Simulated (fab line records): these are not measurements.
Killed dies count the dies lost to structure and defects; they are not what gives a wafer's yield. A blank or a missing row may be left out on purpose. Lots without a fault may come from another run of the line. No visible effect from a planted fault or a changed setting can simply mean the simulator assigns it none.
Split-lot study -- flow n5Finfet -- 7 lots, 21 wafers read, on a route of 1938 steps

ON THE SPLIT
At N5_WELL_APT_PEB_06 (peb time 90 s), the setting pebTimeS was moved away from the recipe's 90 s on 4 of the 21 wafers read, by +7.9% to +21.9%. For the rest of the wafers, this setting stayed at what the recipe calls for.

FROM THE SPLIT TO THE READING: what the file shows between them, 2 steps
- N5_WELL_APT_DEVELOP_07: develop time 45 s (also split here: developTimeS)
- N5_WELL_APT_HARDBAKE_12: time 120 s

THE READING
cdNm (nm) at N5_WELL_APT_CD_MEAS_08, where the cd target is 200 nm. Typical for fault-free wafers on this fab line: 200.8 nm, with standard deviation 1.8 nm.

wafer,"tool, chamber at the split","pebTimeS as run, s",against the recipe,"cdNm, nm",against lot-mates on the recipe
L078.1,"lithoTrack-05, 0",90,recipe,202.2,-
L078.2,"lithoTrack-05, 0",90,recipe,203.9,-
L078.6,"lithoTrack-05, 0",90,recipe,201.5,-
L080.1,"lithoTrack-05, 0",90,recipe,204.5,-
L080.2,"lithoTrack-05, 0",90,recipe,200.4,-
L080.6,"lithoTrack-05, 0",104.4,+16.0%,209.8,+7.4
L092.1,"lithoTrack-05, 0",90,recipe,202.9,-
L092.3,"lithoTrack-05, 0",90,recipe,203.4,-
L092.4,"lithoTrack-05, 0",90,recipe,198.1,-
L093.2,"lithoTrack-05, 0",90,recipe,198.2,-
L093.5,"lithoTrack-05, 0",97.14,+7.9%,203.1,+4.0
L093.6,"lithoTrack-05, 0",90,recipe,199.9,-
L094.3,"lithoTrack-03, 0",104.8,+16.4%,204.2,+5.9
L094.4,"lithoTrack-03, 0",90,recipe,198.9,-
L094.5,"lithoTrack-03, 0",90,recipe,197.7,-
L096.1,"lithoTrack-03, 0",90,recipe,199.9,-
L096.5,"lithoTrack-03, 0",90,recipe,200.2,-
L096.6,"lithoTrack-03, 0",90,recipe,200.9,-
L097.2,"lithoTrack-02, 0",90,recipe,198.6,-
L097.4,"lithoTrack-02, 0",90,recipe,202.9,-
L097.5,"lithoTrack-02, 0",109.7,+21.9%,210.0,+9.2

THE FIT
A straight line over all 21 wafers: cdNm changes by +0.393 nm for each +1% of pebTimeS; r = +0.77; the points scatter about the line by 2.2 nm.
The same after taking each lot's own level away (the mean of its wafers on the recipe; 21 wafers): +0.419 nm for each +1%; r = +0.89; scatter 1.5 nm.
Per that fit: largest pebTimeS move, reading shift of 9.2 nm.
From 198.30 to 202.53 nm: that is the span of the lots' own levels, equal to 2.4 times the standard deviation above.
So the lot-to-lot level blurs the effect unless lot-mates are compared.
Check: for one of the wafers moved furthest among these (+21.9%), held out of the fit, the line's prediction against its lot-mates is +9.15 nm. Against them it came out at +9.25 nm.

OTHER SPLITS ON THESE WAFERS
Note: prior to the reading, these wafers also went through further splits. Each is held against what the fit with the lots' levels taken away leaves over:
other split on the same wafers,wafers away from the commonest value,r with cdNm (lot level and that fit taken away)
N5_WELL_APT_DEVELOP_07 developTimeS,4,+0.35

THE WHOLE CHAIN: every reading that the file lists as answering this split, in the file's order
step,what it does,reading,change (the file's fit),r (the file's)
N5_WELL_APT_CD_MEAS_08,target cd 200 nm,cdNm,+0.423 nm for each +1% of the setting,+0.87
N5_WELL_APT_DESCUM_13,"chemistry O2, time 7.9 s","WELL_APT.cdNm (the simulator's own value, which no gauge read)",+0.426 nm for each +1% of the setting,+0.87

THE FILE'S OWN FIT
cdNm changes by +0.423 nm for each +1% of pebTimeS, r = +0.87.
